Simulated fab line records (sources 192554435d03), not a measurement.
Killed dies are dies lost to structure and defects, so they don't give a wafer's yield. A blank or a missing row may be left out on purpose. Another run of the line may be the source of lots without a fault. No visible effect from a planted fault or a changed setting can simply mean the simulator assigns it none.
Which of the tools did it? ; flow n5Finfet ; 11 lots, 32 wafers sampled, at 4 steps of a route of 1938

## WHAT THE GAUGES READ, wafer by wafer
N5_BEOL_M4_RC_MEAS_101.
lot;measured;on;DIBL_N (mV/V);DIBL_P (mV/V);IOFF_N (nA/um);IOFF_P (nA/um);ION_N (uA/um);ION_P (uA/um);REXT_N (ohm.um);SS_N (mV/dec);SS_P (mV/dec);VT_N (mV);VT_P (mV)
L899;day 8 19:02;prober-02;34.6 36.4 34.8;35.1 37.0 34.2;0.14 0.17 0.13;0.22 0.24 0.21;676 682 662;472 474 464;76.6 76.5 76.0;71.2 70.5 71.4;73.5 73.3 72.3;251 246 252;-245.7 -246.0 -249.5
L900;day 8 17:48;prober-02;32.9 38.3 37.4;32.6 39.2 38.4;0.10 0.17 0.18;0.14 0.22 0.21;663 668 686;462 453 469;74.7 74.1 74.3;70.6 72.1 71.9;72.1 73.9 72.8;254 249 249;-253.9 -248.2 -249.4
L901;day 9 08:14;prober-02;38.2 36.2 39.2;38.6 36.3 38.9;0.20 0.17 0.22;0.24 0.20 0.27;693 688 691;464 462 466;74.4 74.5 74.8;72.0 71.4 72.4;73.6 72.0 73.8;247 250 244;-246.9 -250.2 -246.2
L903;day 9 15:04;prober-02;38.6 36.0 37.0;37.6 36.0 36.9;0.19 0.16 0.17;0.25 0.23 0.23;681 691 694;468 473 472;76.8 77.1 76.6;71.4 71.2 70.9;74.4 73.8 73.6;248 247 248;-248.4 -246.6 -249.9
L904;day 10 15:43;prober-01;38.0 38.9 37.6;38.8 39.3 37.4;0.20 0.21 0.17;0.24 0.25 0.22;697 705 679;470 468 458;75.3 74.6 74.7;72.1 71.5 71.4;74.1 74.0 74.1;246 246 249;-249.7 -250.0 -252.2
L907;day 10 10:07;prober-02;36.3 34.8 38.2;36.3 34.0 39.1;0.14 0.12 0.18;0.18 0.15 0.22;665 664 693;455 455 465;73.7 74.4 75.6;71.3 71.0 70.9;73.1 72.9 74.1;252 256 249;-255.5 -258.4 -252.0
L908;day 10 18:19;prober-02;34.3 34.2 34.7;34.6 35.0 35.8;0.14 0.15 0.14;0.21 0.21 0.21;661 677 662;460 472 460;77.4 78.2 77.6;71.6 71.1 72.2;73.9 73.3 73.0;251 250 252;-247.7 -246.4 -247.3
L909;day 10 20:47;prober-01;39.5 37.6 40.1;38.0 36.5 38.6;0.17 0.16 0.18;0.22 0.22 0.23;673 673 686;458 468 466;74.1 74.5 75.1;72.5 71.8 72.8;74.0 72.9 74.0;249 250 250;-249.8 -250.6 -247.5
L910;day 11 08:43;prober-02;35.6 35.2 36.9;34.6 34.5 36.5;0.15 0.15 0.18;0.21 0.21 0.25;664 675 675;460 466 463;73.4 73.1 74.1;70.8 70.6 71.5;72.6 73.3 73.8;251 250 248;-247.7 -248.2 -245.0
L911;day 11 09:18;prober-01;33.3 34.4 35.5;38.5 33.2 34.8;0.10 0.11 0.13;0.26 0.18 0.20;641 655 670;468 456 465;92.9 78.9 78.8;70.9 70.1 70.9;73.0 71.7 72.9;256 257 253;-246.4 -253.3 -249.0
L915;day 12 03:38;prober-01;35.6 33.4;34.4 37.3;0.13 0.11;0.20 0.24;664 645;459 462;77.0 87.8;71.0 70.2;72.4 73.0;253 256;-252.6 -247.0

## EACH LOT AND THE TOOL THAT RAN IT (in order: tool; ch and the chambers of the sampled wafers; start)
lot;N5_SD_EPI_N_VAPOR_ETCH_50;N5_BEOL_M4_ANNEAL_89;N5_BEOL_M4_ANNEAL_51
L899;epiRpcvd-03 ch 0, day 3 04:07;pvdSputter-03, day 8 16:06;rtpAnneal-01 ch 0, day 8 17:08
L900;epiRpcvd-02 ch 0, day 3 07:46;pvdSputter-01, day 8 15:32;rtpAnneal-01 ch 0, day 8 16:34
L901;epiRpcvd-03 ch 0, day 3 14:06;pvdSputter-02, day 9 06:20;rtpAnneal-02 ch 0, day 9 07:20
L903;epiRpcvd-03 ch 0, day 4 02:21;pvdSputter-02, day 9 12:44;rtpAnneal-02 ch 0, day 9 13:44
L904;epiRpcvd-01 ch 0, day 4 10:30;pvdSputter-03, day 10 13:23;rtpAnneal-01 ch 0, day 10 14:41
L907;epiRpcvd-02 ch 0, day 5 02:37;pvdSputter-01, day 10 08:06;rtpAnneal-01 ch 0, day 10 09:12
L908;epiRpcvd-02 ch 0, day 5 11:14;pvdSputter-02, day 10 15:31;rtpAnneal-02 ch 0, day 10 17:25
L909;epiRpcvd-01 ch 0, day 5 16:28;pvdSputter-03, day 10 18:05;rtpAnneal-01 ch 0, day 10 19:05
L910;epiRpcvd-01 ch 0, day 5 23:11;pvdSputter-02, day 11 06:49;rtpAnneal-02 ch 0, day 11 07:49
L911;epiRpcvd-01 ch 0, day 6 05:49;pvdSputter-03, day 11 07:03;rtpAnneal-02 ch 0, day 11 08:10
L915;epiRpcvd-01 ch 0, day 7 03:30;pvdSputter-03, day 12 01:01;rtpAnneal-01 ch 0, day 12 02:16
- N5_SD_EPI_N_VAPOR_ETCH_50: etches Si in HCl, time 54 s.
- N5_BEOL_M4_ANNEAL_89: time 240 s.
- N5_BEOL_M4_ANNEAL_51: time 90 s.

## WHAT THE TOOLS THEMSELVES READ (means of the sampled wafers that have a number; where no wafer has one, the mark that the record gives instead)
N5_SD_EPI_N_VAPOR_ETCH_50.
lot;tool;throttleValvePct (%)
L899;epiRpcvd-03;12.2
L900;epiRpcvd-02;12.3
L901;epiRpcvd-03;12.2
L903;epiRpcvd-03;12.2
L904;epiRpcvd-01;11.4
L907;epiRpcvd-02;12.2
L908;epiRpcvd-02;12.3
L909;epiRpcvd-01;11.2
L910;epiRpcvd-01;11.4
L911;epiRpcvd-01;11.4
L915;epiRpcvd-01;11.2

N5_BEOL_M4_ANNEAL_89.
lot;tool;heaterPowerW (W)
L899;pvdSputter-03;797
L900;pvdSputter-01;850
L901;pvdSputter-02;785
L903;pvdSputter-02;775
L904;pvdSputter-03;766
L907;pvdSputter-01;837
L908;pvdSputter-02;764
L909;pvdSputter-03;784
L910;pvdSputter-02;805
L911;pvdSputter-03;782
L915;pvdSputter-03;889

N5_BEOL_M4_ANNEAL_51.
lot;tool;wafer_temp_C_max
L899;rtpAnneal-01;226.3
L900;rtpAnneal-01;226.6
L901;rtpAnneal-02;225.8
L903;rtpAnneal-02;226.0
L904;rtpAnneal-01;226.3
L907;rtpAnneal-01;226.5
L908;rtpAnneal-02;225.9
L909;rtpAnneal-01;226.2
L910;rtpAnneal-02;225.8
L911;rtpAnneal-02;225.8
L915;rtpAnneal-01;226.7

## THE ANSWER, worked out from the rows above alone
Rule: the lots themselves supply what counts as usual. Put in order of their means at a reading, lots are off if they are a third of the lots or fewer, leave a main group of 4 or more, and stand apart from it by a gap of 3 or more times the standard deviation of the main group's means; of several such gaps the widest counts. The tables above print the reading to a certain number of digits; a main group whose means all agree to those digits is not used. A lot without any number at a reading at which 4 lots or more have one is off too. The other lots that the step has rows for count as sound. After the gauges, taken in route order, come the tools' own readings; for these a lot's mean is taken, as printed above. The first step at which some lot is off is used, and at that step the reading that is off furthest; a lot without a number counts as furthest.
Off: L911, L915, seen at N5_BEOL_M4_RC_MEAS_101 (REXT_N). The main group: mean 75.3 ohm.um, standard deviation 1.3.
If a tool, at a process step before that reading, ran all the lots that are off and no sound lot after the first of them, it fits. Gauges at N5_BEOL_M4_RC_MEAS_101: tried the same way as those tools. Can't be told from this: 3 tools fit, epiRpcvd-01 at N5_SD_EPI_N_VAPOR_ETCH_50, pvdSputter-03 at N5_BEOL_M4_ANNEAL_89, prober-01 at N5_BEOL_M4_RC_MEAS_101.

## WHAT THE SIMULATOR HAD PUT IN
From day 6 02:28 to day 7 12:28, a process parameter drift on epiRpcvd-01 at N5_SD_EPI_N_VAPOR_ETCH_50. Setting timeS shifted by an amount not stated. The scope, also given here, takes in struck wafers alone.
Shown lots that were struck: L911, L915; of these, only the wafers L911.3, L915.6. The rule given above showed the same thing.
